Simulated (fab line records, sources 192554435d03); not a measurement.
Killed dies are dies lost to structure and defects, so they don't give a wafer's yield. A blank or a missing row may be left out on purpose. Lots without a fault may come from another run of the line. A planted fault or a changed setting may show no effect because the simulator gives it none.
Chamber matching | flow n5_finfet | N5_BEOL_M0_SAQP_SPACER1_ALD_98 on ald_sin-04: 4 sister chambers
The step deposits SiO2, target thk 12.8 nm, pulse time 1 s, purge time 2 s. 20 wafers are shown with their chamber, then 10 later ones without.

WAFERS WITH THEIR CHAMBER
wafer  | chamber | heater_power_w (W) | precursor_pulse_height_rel
L075.1 | 0       | 567                | 1.020
L075.2 | 3       | 540                | 0.982
L075.5 | 2       | 527                | 1.003
L077.2 | 0       | 591                | 0.991
L077.3 | 2       | 530                | 0.991
L077.4 | 3       | 530                | 0.994
L080.3 | 3       | 533                | 1.006
L080.4 | 1       | 453                | 0.987
L080.6 | 2       | 526                | 1.000
L081.3 | 0       | 582                | 1.004
L081.4 | 3       | 528                | 1.003
L081.6 | 0       | 590                | 0.988
L082.1 | 0       | 587                | 0.976
L082.2 | 1       | 462                | 0.999
L082.3 | 3       | 517                | 0.993
L091.2 | 0       | 561                | 0.994
L091.4 | 3       | 518                | 0.984
L091.6 | 0       | 553                | 0.994
L093.2 | 0       | 588                | 1.011
L093.3 | 3       | 515                | 0.983

SIGNATURES (means of the wafers above)
reading                    | chamber 0 | chamber 1 | chamber 2 | chamber 3 | scatter within a chamber
heater_power_w             | 577.38    | 457.50    | 527.67    | 525.86    | 11.5
precursor_pulse_height_rel | 0.99725   | 0.99300   | 0.99800   | 0.99214   | 0.0114
Rule: a wafer's distance from a chamber is the root of the sum, over the readings, of the square of ((its reading less the chamber's mean) divided by the reading's scatter). The wafer belongs to the nearest chamber; if the next one is less than 2 further off, it can't be placed. The scatter: the root of (the sum of the squares of (reading less its chamber's mean) over the shown wafers, divided by (wafers less chambers)).

WAFERS WITHOUT THEIR CHAMBER
wafer  | heater_power_w (W) | precursor_pulse_height_rel
L093.5 | 564                | 0.983
L094.1 | 477                | 0.975
L094.2 | 566                | 0.984
L094.3 | 467                | 0.986
L094.4 | 515                | 1.003
L094.5 | 477                | 1.022
L094.6 | 456                | 1.002
L095.1 | 469                | 1.011
L095.2 | 522                | 0.955
L095.5 | 471                | 0.993

WHICH CHAMBER EACH WENT THROUGH
wafer  | from the rows above          | in truth
L093.5 | can't be placed: 0 or 3 or 2 | 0
L094.1 | 1                            | 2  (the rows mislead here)
L094.2 | 0                            | 0
L094.3 | 1                            | 1
L094.4 | can't be placed: 2 or 3      | 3
L094.5 | can't be placed: 1 or 2 or 3 | 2
L094.6 | 1                            | 1
L095.1 | 1                            | 1
L095.2 | can't be placed: 3 or 2      | 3
L095.5 | 1                            | 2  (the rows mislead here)
Placed correctly: 4 of 10. Can't be placed from these rows: 4 (the true chamber is among the candidates in 4). Placed wrongly: 2.
